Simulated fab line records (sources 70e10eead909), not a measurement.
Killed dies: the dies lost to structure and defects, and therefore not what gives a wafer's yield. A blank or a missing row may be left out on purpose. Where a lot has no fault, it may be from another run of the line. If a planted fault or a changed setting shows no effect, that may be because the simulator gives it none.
fab line records	flow nandHarc
record lots=6	wafers=18	lastDay=33
route steps=1302 shown A_ONON_D1@432 END@1302
lots that met no fault: taken from a fault-free run of the same line
startH: hours from the record's first day to the start of the lot's first wafer shown	waitH: hours from the lot's prior step to this one	" the same as in the row above	L1.1+2: several wafers, shown together as one row	- no value, or no start given	* or withheld: withheld	< > ~ a bound
route shown NAME@n: a module of which the file shows steps, and the number in the route of the first	usual: mean and standard deviation over wafers with no fault	same: alike in all rows	chamber/n: place in a boat	sites: readings site by site	_std_site: the standard deviation of these	_edge_site: the outer-site mean with the inner-site mean subtracted	radiusMm: how far each site lies from the wafer's centre	mask NAME#n: copy n	behind: the most recent tool/chamber to have shaped the wafer	hold: reason for holding the lot/hours on hold/outcome of the hold	device: whichever transistor did not switch (one of n, p or np)	end of line: tests of these same wafers at the route's end	where a step has no rows: the recipe by itself	killed: dies that structure and defects cost at the first sort, which is not the same as the wafer's yield	map: dies across one wafer; x = killed, . = not, _ = none there
set.NAME: the setting that was run; set.NAME@STEP: the one run at that earlier step	model.NAME: the simulator's own value behind a step, which no gauge read
lots at selected steps of the route; one table per step, one row per wafer
services: from which hour (startH, from the record's first day; less than 0 if before it) a tool's chamber was out of use, for how many hours, and why
## steps
# step NHARC_A_ONON_D1_DEP_12
# recipe targetThkA=10000	n2FlowSccm=2750	n2oFlowSccm=2000	nh3FlowSccm=500	sih4FlowSccm=210	tempC=400
# step NHARC_A_ONON_D1_THK_MEAS_14
# recipe thkMeasGauge=ellipsometry
# usual thkNm=1002/8.7
lot.wafer	tool	chamber	startH	waitH	thkNm
L218.1	filmMetro-02	-	220.40	-	989
L218.3	"	-	"	"	989
L218.6	"	-	"	"	989
L221.2	filmMetro-02	-	249.77	-	1018
L221.3	"	-	"	"	1016
L221.6	"	-	"	"	1016
L229.2	filmMetro-02	-	318.11	-	1011
L229.5	"	-	"	"	1011
L229.6	"	-	"	"	1009
L230.2	filmMetro-02	-	341.61	-	1016
L230.4	"	-	"	"	1018
L230.6	"	-	"	"	1018
L233.2	filmMetro-01	-	372.27	-	1008
L233.3	"	-	"	"	1005
L233.6	"	-	"	"	1006
L236.2	filmMetro-01	-	389.67	-	1008
L236.3	"	-	"	"	1007
L236.4	"	-	"	"	1008
# step NHARC_A_ONON_D1_ANNEAL_15
# recipe tempC=750	timeS=3600
# step NHARC_A_ONON_D1_DEP_16
# recipe targetThkA=10000	n2FlowSccm=2750	n2oFlowSccm=2000	nh3FlowSccm=500	sih4FlowSccm=210	tempC=400
# step NHARC_A_ONON_D1_THK_MEAS_18
# recipe thkMeasGauge=ellipsometry
# usual thkNm=1000/8.1
lot.wafer	tool	chamber	startH	waitH	thkNm
L218.1	filmMetro-02	-	228.24	-	997
L218.3	"	-	"	"	993
L218.6	"	-	"	"	995
L221.2	filmMetro-01	-	257.60	-	1008
L221.3	"	-	"	"	1008
L221.6	"	-	"	"	1008
L229.2	filmMetro-01	-	326.00	-	1005
L229.5	"	-	"	"	1007
L229.6	"	-	"	"	1009
L230.2	filmMetro-02	-	351.02	-	983
L230.4	"	-	"	"	983
L230.6	"	-	"	"	981
L233.2	filmMetro-01	-	380.04	-	988
L233.3	"	-	"	"	987
L233.6	"	-	"	"	985
L236.2	filmMetro-01	-	397.52	-	993
L236.3	"	-	"	"	993
L236.4	"	-	"	"	992
# step NHARC_A_ONON_D1_DEP_19
# recipe targetThkA=10000	n2FlowSccm=2750	n2oFlowSccm=2000	nh3FlowSccm=500	sih4FlowSccm=210	tempC=400
# step NHARC_A_ONON_D1_THK_MEAS_21
# recipe thkMeasGauge=ellipsometry
# usual thkNm=996/14
lot.wafer	tool	chamber	startH	waitH	thkNm
L218.1	filmMetro-01	-	228.81	-	991
L218.3	"	-	"	"	991
L218.6	"	-	"	"	991
L221.2	filmMetro-01	-	258.16	-	970
L221.3	"	-	"	"	970
L221.6	"	-	"	"	971
L229.2	filmMetro-01	-	326.57	-	1000
L229.5	"	-	"	"	1000
L229.6	"	-	"	"	999
L230.2	filmMetro-01	-	351.58	-	971
L230.4	"	-	"	"	972
L230.6	"	-	"	"	972
L233.2	filmMetro-01	-	380.60	-	998
L233.3	"	-	"	"	998
L233.6	"	-	"	"	997
L236.2	filmMetro-02	-	398.09	-	1019
L236.3	"	-	"	"	1022
L236.4	"	-	"	"	1022
# step NHARC_A_ONON_D1_DEP_22
# recipe targetThkA=10000	n2FlowSccm=2750	n2oFlowSccm=2000	nh3FlowSccm=500	sih4FlowSccm=210	tempC=400
# step NHARC_A_ONON_D1_THK_MEAS_24
# recipe thkMeasGauge=ellipsometry
# usual thkNm=999/13
lot.wafer	tool	chamber	startH	waitH	thkNm
L218.1	filmMetro-01	-	229.38	-	994
L218.3	"	-	"	"	998
L218.6	"	-	"	"	997
L221.2	filmMetro-02	-	258.73	-	994
L221.3	"	-	"	"	995
L221.6	"	-	"	"	992
L229.2	filmMetro-02	-	327.13	-	1017
L229.5	"	-	"	"	1018
L229.6	"	-	"	"	1018
L230.2	filmMetro-01	-	352.14	-	975
L230.4	"	-	"	"	972
L230.6	"	-	"	"	972
L233.2	filmMetro-01	-	381.16	-	1008
L233.3	"	-	"	"	1008
L233.6	"	-	"	"	1008
L236.2	filmMetro-01	-	398.66	-	999
L236.3	"	-	"	"	1000
L236.4	"	-	"	"	998
# step NHARC_A_ONON_D1_DEP_25
# recipe targetThkA=10000	n2FlowSccm=2750	n2oFlowSccm=2000	nh3FlowSccm=500	sih4FlowSccm=210	tempC=400
# step NHARC_A_ONON_D1_THK_MEAS_27
# recipe thkMeasGauge=ellipsometry
# usual thkNm=998/9.1
lot.wafer	tool	chamber	startH	waitH	thkNm
L218.1	filmMetro-01	-	229.95	-	982
L218.3	"	-	"	"	984
L218.6	"	-	"	"	984
L221.2	filmMetro-02	-	259.30	-	989
L221.3	"	-	"	"	990
L221.6	"	-	"	"	990
L229.2	filmMetro-02	-	327.70	-	986
L229.5	"	-	"	"	986
L229.6	"	-	"	"	988
L230.2	filmMetro-01	-	352.71	-	990
L230.4	"	-	"	"	990
L230.6	"	-	"	"	991
L233.2	filmMetro-01	-	381.73	-	998
L233.3	"	-	"	"	999
L233.6	"	-	"	"	998
L236.2	filmMetro-02	-	399.23	-	1004
L236.3	"	-	"	"	1003
L236.4	"	-	"	"	1003
# step NHARC_A_ONON_D1_DEP_28
# recipe targetThkA=10000	n2FlowSccm=2750	n2oFlowSccm=2000	nh3FlowSccm=500	sih4FlowSccm=210	tempC=400
# usual n2FlowSccm=2753/8.1
lot.wafer	tool	chamber	startH	waitH	n2FlowSccm
L218.1	pecvdOnon-04	0	230.00	0.1	2755
L218.3	"	0	"	"	2749
L218.6	"	0	"	"	2746
L221.2	pecvdOnon-02	0	259.41	0.1	2763
L221.3	"	0	"	"	2752
L221.6	"	0	"	"	2749
L229.2	pecvdOnon-04	0	327.81	0.1	2760
L229.5	"	0	"	"	2765
L229.6	"	0	"	"	2739
L230.2	pecvdOnon-04	0	352.82	0.1	2761
L230.4	"	0	"	"	2757
L230.6	"	0	"	"	2759
L233.2	pecvdOnon-03	0	381.84	0.1	2755
L233.3	"	0	"	"	2752
L233.6	"	0	"	"	2759
L236.2	pecvdOnon-03	0	399.34	0.1	2772
L236.3	"	0	"	"	2764
L236.4	"	0	"	"	2761
# step NHARC_A_ONON_D1_THK_MEAS_30
# recipe thkMeasGauge=ellipsometry
# usual thkNm=1001/7.5
lot.wafer	tool	chamber	startH	waitH	thkNm
L218.1	filmMetro-01	-	230.51	-	1012
L218.3	"	-	"	"	1011
L218.6	"	-	"	"	1012
L221.2	filmMetro-01	-	259.86	-	992
L221.3	"	-	"	"	994
L221.6	"	-	"	"	993
L229.2	filmMetro-02	-	328.26	-	1563
L229.5	"	-	"	"	1567
L229.6	"	-	"	"	1566
L230.2	filmMetro-02	-	353.27	-	1558
L230.4	"	-	"	"	1558
L230.6	"	-	"	"	1556
L233.2	filmMetro-01	-	382.29	-	993
L233.3	"	-	"	"	993
L233.6	"	-	"	"	991
L236.2	filmMetro-02	-	399.80	-	1008
L236.3	"	-	"	"	1008
L236.4	"	-	"	"	1008
# step NHARC_A_ONON_D1_DEP_33
# recipe targetThkA=2000	tempC=400	pressureTorr=6.5	rfW=900	teosFlowSccm=161.4	flowSccm=2650	targetThkNm=200	gas=O2	material=SiO2
# usual heaterPowerW=549/83	throttleValvePct=15.7/0.31
lot.wafer	tool	chamber	startH	waitH	heaterPowerW	throttleValvePct
L218.3	pecvd-03	2	231.00	0.5	643	15.6
L218.1	"	0	"	"	544	15.6
L218.6	"	1	"	"	403	15.8
L221.2	pecvd-01	0	259.96	0.1	629	16.1
L221.3	"	1	"	"	589	16.0
L221.6	"	1	"	"	585	15.5
L229.2	pecvd-02	0	328.36	0.1	572	15.9
L229.6	"	2	"	"	576	15.9
L229.5	"	0	"	"	575	16.4
L230.2	pecvd-03	2	353.33	0.1	555	15.9
L230.6	"	2	"	"	576	15.7
L230.4	"	0	"	"	501	15.8
L233.3	pecvd-01	0	382.39	0.1	620	15.8
L233.2	"	1	"	"	488	15.7
L233.6	"	2	"	"	609	15.8
L236.2	pecvd-01	2	399.85	0.1	632	15.6
L236.3	"	1	"	"	510	15.4
L236.4	"	1	"	"	522	15.7
# step NHARC_END_SORT_01
# recipe tempC=25
# usual killedAtArray=59/21	killedAtOther=1.0/1.1	killedAtPeriphery=4.0/2.6	killedDies=64/21	killedOpen=3.2/1.7	killedShort=2.5/1.5
# same grossDies=677
lot.wafer	tool	chamber	startH	waitH	killedAtArray	killedAtOther	killedAtPeriphery	killedDies	killedOpen	killedShort
L229.2	prober-02	0	706.47	2.8	669	1	7	677	4	5
L229.5	prober-02	0	708.92	3.8	673	2	2	677	2	1
L229.6	prober-02	0	709.73	4.1	676	1	0	677	7	2
L230.2	prober-01	0	765.22	2.8	674	0	3	677	2	2
L230.4	prober-01	0	766.81	3.4	671	0	6	677	1	3
L230.6	prober-01	0	768.39	4.0	671	2	4	677	3	1
# killed by level:class
L229.2 A_ONON_D1:areaDep=603 A_CHANNEL_HOLE_D1:chamberFilmFlake=29 A_SLIT:chamberFilmFlake=7 A_STAIRCASE:chamberFilmFlake=5 A_DECK1_JOINT:chamberFilmFlake=5 A_CONTACT:chamberFilmFlake=5 A_CHANNEL_HOLE_D2:chamberFilmFlake=4 P_STI:chamberFilmFlake=3
L229.5 A_ONON_D1:areaDep=622 A_CHANNEL_HOLE_D1:chamberFilmFlake=31 A_CONTACT:chamberFilmFlake=6 A_STAIRCASE:chamberFilmFlake=4 A_SLIT:chamberFilmFlake=3 THIN_TSV:chamberFilmFlake=2 A_WL_FILL:chamberFilmFlake=2 P_CONTACT:geometricParticle:open=1
L229.6 A_ONON_D1:areaDep=625 A_CHANNEL_HOLE_D1:chamberFilmFlake=29 A_STAIRCASE:chamberFilmFlake=4 A_CONTACT:chamberFilmFlake=4 A_CONTACT:geometricParticle:open=2 A_M1:chamberFilmFlake=2 A_SOURCE_PLATE:geometricParticle:open=1 A_ONON_D1:geometricParticle:short=1
L230.2 A_ONON_D1:areaDep=581 A_CHANNEL_HOLE_D2:chamberFilmFlake=30 A_SLIT:chamberFilmFlake=27 A_CHANNEL_HOLE_D1:chamberFilmFlake=23 A_CONTACT:chamberFilmFlake=4 A_M1:chamberFilmFlake=3 A_STAIRCASE:chamberFilmFlake=2 P_GATE:geometricParticle:open=1
L230.4 A_ONON_D1:areaDep=573 A_SLIT:chamberFilmFlake=31 A_CHANNEL_HOLE_D1:chamberFilmFlake=30 A_CHANNEL_HOLE_D2:chamberFilmFlake=22 A_CONTACT:chamberFilmFlake=6 P_GATE:chamberFilmFlake=4 A_ONON_D2:geometricParticle:short=2 A_CHANNEL_FILL_D2:chamberFilmFlake=2
L230.6 A_ONON_D1:areaDep=570 A_SLIT:chamberFilmFlake=34 A_CHANNEL_HOLE_D1:chamberFilmFlake=32 A_CHANNEL_HOLE_D2:chamberFilmFlake=17 A_CONTACT:chamberFilmFlake=9 P_STI:chamberFilmFlake=2 P_GATE:chamberFilmFlake=2 THIN_TSV:chamberFilmFlake=2
# map L229.2 (x killed, . not)
____________x____________
_________xxxxxxx_________
_______xxxxxxxxxxx_______
______xxxxxxxxxxxxx______
_____xxxxxxxxxxxxxxx_____
____xxxxxxxxxxxxxxxxx____
____xxxxxxxxxxxxxxxxx____
___xxxxxxxxxxxxxxxxxxx___
___xxxxxxxxxxxxxxxxxxx___
__xxxxxxxxxxxxxxxxxxxxx__
__xxxxxxxxxxxxxxxxxxxxx__
_xxxxxxxxxxxxxxxxxxxxxxx_
_xxxxxxxxxxxxxxxxxxxxxxx_
_xxxxxxxxxxxxxxxxxxxxxxx_
_xxxxxxxxxxxxxxxxxxxxxxx_
_xxxxxxxxxxxxxxxxxxxxxxx_
xxxxxxxxxxxxxxxxxxxxxxxxx
xxxxxxxxxxxxxxxxxxxxxxxxx
xxxxxxxxxxxxxxxxxxxxxxxxx
xxxxxxxxxxxxxxxxxxxxxxxxx
xxxxxxxxxxxxxxxxxxxxxxxxx
_xxxxxxxxxxxxxxxxxxxxxxx_
_xxxxxxxxxxxxxxxxxxxxxxx_
_xxxxxxxxxxxxxxxxxxxxxxx_
_xxxxxxxxxxxxxxxxxxxxxxx_
_xxxxxxxxxxxxxxxxxxxxxxx_
__xxxxxxxxxxxxxxxxxxxxx__
__xxxxxxxxxxxxxxxxxxxxx__
___xxxxxxxxxxxxxxxxxxx___
___xxxxxxxxxxxxxxxxxxx___
____xxxxxxxxxxxxxxxxx____
____xxxxxxxxxxxxxxxxx____
_____xxxxxxxxxxxxxxx_____
______xxxxxxxxxxxxx______
_______xxxxxxxxxxx_______
_________xxxxxxx_________
____________x____________
# map L230.2 (x killed, . not)
____________x____________
_________xxxxxxx_________
_______xxxxxxxxxxx_______
______xxxxxxxxxxxxx______
_____xxxxxxxxxxxxxxx_____
____xxxxxxxxxxxxxxxxx____
____xxxxxxxxxxxxxxxxx____
___xxxxxxxxxxxxxxxxxxx___
___xxxxxxxxxxxxxxxxxxx___
__xxxxxxxxxxxxxxxxxxxxx__
__xxxxxxxxxxxxxxxxxxxxx__
_xxxxxxxxxxxxxxxxxxxxxxx_
_xxxxxxxxxxxxxxxxxxxxxxx_
_xxxxxxxxxxxxxxxxxxxxxxx_
_xxxxxxxxxxxxxxxxxxxxxxx_
_xxxxxxxxxxxxxxxxxxxxxxx_
xxxxxxxxxxxxxxxxxxxxxxxxx
xxxxxxxxxxxxxxxxxxxxxxxxx
xxxxxxxxxxxxxxxxxxxxxxxxx
xxxxxxxxxxxxxxxxxxxxxxxxx
xxxxxxxxxxxxxxxxxxxxxxxxx
_xxxxxxxxxxxxxxxxxxxxxxx_
_xxxxxxxxxxxxxxxxxxxxxxx_
_xxxxxxxxxxxxxxxxxxxxxxx_
_xxxxxxxxxxxxxxxxxxxxxxx_
_xxxxxxxxxxxxxxxxxxxxxxx_
__xxxxxxxxxxxxxxxxxxxxx__
__xxxxxxxxxxxxxxxxxxxxx__
___xxxxxxxxxxxxxxxxxxx___
___xxxxxxxxxxxxxxxxxxx___
____xxxxxxxxxxxxxxxxx____
____xxxxxxxxxxxxxxxxx____
_____xxxxxxxxxxxxxxx_____
______xxxxxxxxxxxxx______
_______xxxxxxxxxxx_______
_________xxxxxxx_________
____________x____________
## services
tool	chamber	startH	hours	kind
pecvd-01	-	213.82	0.9	repair
pecvd-02	-	227.00	13.0	pm
pecvd-02	0	227.00	13.0	ventCycle
pecvdOnon-03	-	227.04	13.0	pm
pecvd-01	0	228.81	4.1	repair
pecvdOnon-04	-	311.05	13.0	pm
pecvd-01	-	311.20	13.0	pm
pecvd-01	0	311.20	13.0	ventCycle
pecvd-01	1	311.20	13.0	ventCycle
pecvd-01	2	311.20	13.0	ventCycle
pecvd-01	0	324.20	-	clean
pecvd-01	1	324.20	-	clean
pecvd-01	2	324.20	-	clean
pecvd-02	2	330.18	6.8	repair
pecvd-01	2	334.70	9.5	repair
pecvd-03	-	366.00	13.0	pm
pecvd-03	0	366.00	13.0	ventCycle
pecvd-03	1	366.00	13.0	ventCycle
pecvd-03	2	366.00	13.0	ventCycle
pecvdOnon-02	-	366.20	13.0	pm
pecvd-02	-	368.87	0.7	repair
pecvd-03	0	379.00	-	clean
pecvd-03	1	379.00	-	clean
pecvd-03	2	379.00	-	clean
## key
firstSign step=NHARC_A_ONON_D1_THK_MEAS_30	reading=thkNm	direction=up	sigmas=74	usual=1001	struck=1561
effect step=NHARC_END_SORT_01	reading=killedAtArray	direction=up	sigmas=29	usual=59	struck=672
moreKillsBornAt NHARC_A_ONON_D1_DEP_28@pecvdOnon-04=3574
metAt NHARC_A_ONON_D1_DEP_28
struckWafers L229.2,L229.5,L229.6,L230.2,L230.4,L230.6
laterRowsLeftOut L229.2,L229.5,L229.6,L230.2,L230.4,L230.6
testerLeftOut L229,L230
onsetBetween 230.00 327.81
fault kind=processParameterDrift	tool=pecvdOnon-04	chamber=0	onsetH=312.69	steps=NHARC_A_ONON_D1_DEP_28	channel=targetThkA	offset=*	shape=step	endH=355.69	actsIn=*	stated=*
# testerLeftOut: of these lots the tester's yield and bins aren't shown, on N5 and GAA mostly nor the transistor test; their killed dies are dies lost to structure and defects alone, not to doping, threshold or leakage, so they don't give the yield
# laterRowsLeftOut: the simulator's readings of these wafers behind a module that went badly wrong aren't trusted and aren't shown, but for the sort
